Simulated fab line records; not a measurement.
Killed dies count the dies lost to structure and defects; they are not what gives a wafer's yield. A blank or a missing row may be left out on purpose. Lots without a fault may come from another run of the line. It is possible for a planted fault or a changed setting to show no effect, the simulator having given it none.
Struck lot and sound lot, side by side / flow n5Finfet / 43 steps out of a route of 1938
Sound: the wafers L849.2, L849.4, L849.6. The struck wafers were L854.1, L854.5, L854.6. The cause is named last.
Per side, at each step with rows, come the tool, then ch with its chambers, and then its first start. Under that, the readings that differ: sound wafers / struck wafers / difference of the means / sigmas: that difference in standard deviations of wafers without a fault.
alike: a reading whose means differ by less than 2 such deviations, as well as words and numbers matching on both sides. not compared: withheld readings; readings where some wafer has no value; bounds like >300 that might hide an equal value; numbers whose values overlap and for which the record gives no deviation.
A row with sigmas, a row that says differs or no value, or rows on one side alone: a step with any of these is where the two part. Non-overlapping numbers with no deviation appear without sigmas and do not part them. Lack of a reading on every wafer of one side parts them only where that side has two or more wafers.

first, 11 steps without rows for these wafers: N5_BEOL_M4_DESCUM_33 (chemistry O2, time 7 s); N5_BEOL_M4_ETCH_77 (etches underlayer in N2/H2, target depth 6.5 nm, time 5.2 s); N5_BEOL_M4_ETCH_69 (etches SiARC in CF4, target depth 15.6 nm, time 26 s); N5_BEOL_M4_ALD_98 (deposits SiO2, target thk 2.5 nm, pulse time 1 s, co reactant pulse time 1 s); N5_BEOL_M4_ETCHBACK_99 (etches SiO2 in CHF3, target depth 5 nm, time 10.4 s); N5_BEOL_M4_ETCH_70 (etches SOC in N2/H2, target depth 80 nm, overetch 24 nm, time 130 s); N5_BEOL_M4_STRIP_71 (strips in N2/H2); N5_BEOL_M4_STRIP_78 (strips in N2/H2); N5_BEOL_M4_VIA_ETCH_34 (etches the open film in C4F6/O2, target depth 69.4 nm, time 65.9 s); N5_BEOL_M4_STRIP_83 (strips in C4F6/O2); N5_BEOL_M4_STRIP_36 (strips in N2/H2).
N5_BEOL_M4_TRENCH_ETCH_37: etches SiOC in C4F6/O2, target depth 55.555 nm, time 29.2 s.
  sound on rieDiel-06 ch 0,2, day 8 06:56; struck on rieDiel-01 ch 2,3, day 9 06:19
  no value came back on the struck wafers for any of 8 readings (C4F6_flow_sccm (sccm), O2_flow_sccm (sccm) and others); on the sound wafers C4F6_flow_sccm (sccm) reads 9.98 10.03 10.05
reading=model.TiN_of_BEOL_M4_HM_DEP_02.thkNm (nm); sound=17.6 17.4 17.6; struck=19.6 19.6 19.8; difference=+2.1; sigmas=
  not compared: rfHoursCounterH
then, 2 steps without rows for these wafers: N5_BEOL_M4_ETCH_41 (etches SiCN in CH3F/O2, target depth 29.9 nm, time 52.5 s); N5_BEOL_M4_STRIP_97 (strips in N2/H2, time 10 s).
N5_BEOL_M4_OCD_MEAS_38:
  sound: ocd-02 at day 8 07:05; struck: ocd-01 at day 9 06:28
reading=trenchDepthNm (nm); sound=55.4 57.1 55.1; struck=0 0 0; difference=-56; sigmas=-62
then, 25 steps without rows for these wafers: N5_BEOL_M4_HM_STRIP_39 (strips TiN in peroxide tin strip, target depth 25 nm, time 158 s); N5_BEOL_M4_SRD_40 (time 30 s); N5_BEOL_M4_PRECLEAN_42 (cleans in residue remover, time 60 s); N5_BEOL_M4_SRD_43 (time 30 s); N5_BEOL_M4_DEGAS_44 (time 60 s); N5_BEOL_M4_PRE_CLEAN_45 (time 30 s); N5_BEOL_M4_ALD_84 (deposits TaN, pulse time 2 s, purge time 3 s, co reactant purge time 2 s); N5_BEOL_M4_SURFACE_TREAT_85; N5_BEOL_M4_CVD_47 (deposits Co from CCTBA/H2, target thk 3 nm, time 223.8 s); N5_BEOL_M4_SPUTTER_48 (material Cu, target thk 4.5 nm, time 8.29 s); N5_BEOL_M4_ANNEAL_49 (time 240 s); N5_BEOL_M4_SPUTTER_79 (material Cu, target thk 4.5 nm, time 8.29 s); N5_BEOL_M4_ANNEAL_80 (time 240 s); N5_BEOL_M4_SPUTTER_81 (material Cu, target thk 4.5 nm, time 8.29 s); N5_BEOL_M4_ANNEAL_82 (time 240 s); N5_BEOL_M4_SPUTTER_86 (material Cu, target thk 4.5 nm, time 8.29 s); N5_BEOL_M4_ANNEAL_87 (time 240 s); N5_BEOL_M4_SPUTTER_88 (material Cu, target thk 4.5 nm, time 8.29 s); N5_BEOL_M4_ANNEAL_89 (time 240 s); N5_BEOL_M4_SPUTTER_90 (material Cu, target thk 4.5 nm, time 8.29 s); N5_BEOL_M4_ANNEAL_91 (time 240 s); N5_BEOL_M4_SPUTTER_92 (material Cu, target thk 4.5 nm, time 8.29 s); N5_BEOL_M4_ANNEAL_93 (time 240 s); N5_BEOL_M4_SPUTTER_94 (material Cu, target thk 4.5 nm, time 8.29 s); N5_BEOL_M4_ANNEAL_95 (time 240 s).
N5_BEOL_M4_CMP_52: polishes, stops on SiOC, t overpolish 6.8 s, target thk 40 nm.
  sound on cmp-01 ch 1,2,3, day 8 10:59; struck on cmp-04 ch 0,1,2, day 9 09:38
reading=model.Cu_of_BEOL_M4_ECD_50.thkNm (nm); sound=40.4 42 39.6; struck=2.6 0.8 0.4; difference=-39.4; sigmas=
  alike: motorCurrentA, slurryFilterDpKPa
N5_BEOL_M4_RC_MEAS_101:
  the record has rows for the sound wafers here (prober-02 ch 0, day 8 11:43) and none for the struck ones
-- a jump in the record: the struck wafers' starts before and after are 4 days apart (it breaks off in module BEOL_M4 and resumes in module PASSIVATION, where the first step shown is number 1936 of the route) --
N5_PASSIVATION_PROBE_49:
  record: rows for the struck wafers here (prober-01, day 13 19:35), none for the sound ones

WHERE THEY PART
First at N5_BEOL_M4_TRENCH_ETCH_37; last, within this record, at N5_PASSIVATION_PROBE_49.

WHY: what the simulator had put in
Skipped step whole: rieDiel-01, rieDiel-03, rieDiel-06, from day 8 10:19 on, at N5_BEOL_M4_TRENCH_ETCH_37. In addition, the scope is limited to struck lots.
